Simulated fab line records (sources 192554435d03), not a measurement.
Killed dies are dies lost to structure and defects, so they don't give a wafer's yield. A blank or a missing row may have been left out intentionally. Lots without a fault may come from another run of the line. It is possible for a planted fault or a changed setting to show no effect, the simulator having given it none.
Matching of chambers | flow n5Finfet | N5_MOL_CONTACT_COAG_ETCH_67 on rieDiel-01: 4 sister chambers
The step etches SOC in N2/H2, target depth 60 nm, overetch 21 nm, time 101.2 s. 14 wafers are shown with their chamber, then 7 later ones without.

## WAFERS, EACH WITH ITS CHAMBER
wafer  | chamber | throttleValvePct (%) | showerheadPlenumPTorr (Torr) | drypumpMotorCurrentA (A)
L077.3 | 0       | 17.76                | 2.43                         | 6.3
L077.4 | 3       | 18.08                | 2.47                         | 5.5
L077.5 | 2       | 17.62                | 2.58                         | 5.7
L086.1 | 2       | 17.65                | 2.57                         | 5.6
L086.3 | 3       | 18.10                | 2.47                         | 5.4
L086.5 | 0       | 17.78                | 2.42                         | 6.3
L088.1 | 0       | 17.79                | 2.42                         | 6.2
L088.3 | 2       | 17.66                | 2.57                         | 5.7
L088.4 | 1       | 17.43                | 2.43                         | 5.8
L090.1 | 3       | 18.11                | 2.46                         | 5.4
L090.2 | 0       | 17.79                | 2.42                         | 6.2
L090.4 | 2       | 17.68                | 2.57                         | 5.7
L091.4 | 1       | 17.44                | 2.43                         | 5.7
L091.5 | 3       | 18.12                | 2.46                         | 5.4

SIGNATURES (averages over the wafers above)
reading               | chamber 0 | chamber 1 | chamber 2 | chamber 3 | scatter within a chamber
throttleValvePct      | 17.7800   | 17.4350   | 17.6525   | 18.1025   | 0.0184
showerheadPlenumPTorr | 2.4225    | 2.4300    | 2.5725    | 2.4650    | 0.005
drypumpMotorCurrentA  | 6.250     | 5.750     | 5.675     | 5.425     | 0.0548
Rule: for each reading, subtract the chamber's mean from the wafer's reading, divide by that reading's scatter and square the result; add these up over the readings and take the root, which gives the wafer's distance from the chamber. The wafer belongs to the nearest chamber; if the next one is less than 2 further off, it can't be placed. The scatter is the square root of a quotient: the sum, over the shown wafers, of each reading's squared deviation from its chamber's mean, divided by wafers minus chambers.

## WAFERS WITH NO CHAMBER GIVEN
wafer  | throttleValvePct (%) | showerheadPlenumPTorr (Torr) | drypumpMotorCurrentA (A)
L091.6 | 17.67                | 2.57                         | 5.6
L093.1 | 17.68                | 2.56                         | 5.7
L093.2 | 17.42                | 2.43                         | 5.8
L093.5 | 18.14                | 2.46                         | 5.4
L096.3 | 17.69                | 2.56                         | 5.6
L096.5 | 17.83                | 2.41                         | 6.2
L096.6 | 18.14                | 2.46                         | 5.5

## THE CHAMBER EACH PASSED THROUGH
wafer  | from the rows above | in truth
L091.6 | 2                   | 2
L093.1 | 2                   | 2
L093.2 | 1                   | 1
L093.5 | 3                   | 3
L096.3 | 2                   | 2
L096.5 | 0                   | 0
L096.6 | 3                   | 3
Correctly placed: 7 of 7. From these rows, 0 cannot be placed. 0 placed wrongly.
